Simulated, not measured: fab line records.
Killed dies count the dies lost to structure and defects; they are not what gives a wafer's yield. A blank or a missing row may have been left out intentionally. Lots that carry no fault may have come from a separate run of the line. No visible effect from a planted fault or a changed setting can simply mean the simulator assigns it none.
Matching of chambers	flow n5-finfet	N5_FIN_SAQP_ETCH_57 on rie-diel-04 has 4 sister chambers
The step etches SiNx in CH3F/O2, target depth 32.5 nm, time 46.4 s. 4 wafers are shown with their chamber, then 7 later ones without.

== WAFERS, EACH WITH ITS CHAMBER ==
wafer	chamber	rf-vpp-V (V)
L075.4	2	303
L088.5	1	279
L089.1	0	288
L089.2	3	306

== WAFERS MISSING THEIR CHAMBER ==
wafer	rf-vpp-V (V)
L089.3	280
L090.1	280
L090.3	308
L090.5	279
L094.3	306
L094.4	279
L094.6	302

== WHICH CHAMBER EACH WENT THROUGH ==
wafer	from the rows above	in truth
L089.3	1	1
L090.1	1	1
L090.3	3	3
L090.5	1	1
L094.3	3	3
L094.4	1	1
L094.6	2	2
Correctly placed: 7 of 7. Left unplaced by these rows: 0. 0 placed wrongly.
How it was worked out, from the rows above alone: a wafer's distance from a chamber is the root of the sum, over the readings, of the square of ((its reading less the chamber's mean) divided by the reading's scatter). The wafer belongs to the nearest chamber; if the next one is less than 2 further off, it can't be placed. A chamber's mean is the mean of its shown wafers. The scatter: with one shown wafer a chamber, the root of the mean of the squares of how far each hidden wafer lies from its nearest shown one.
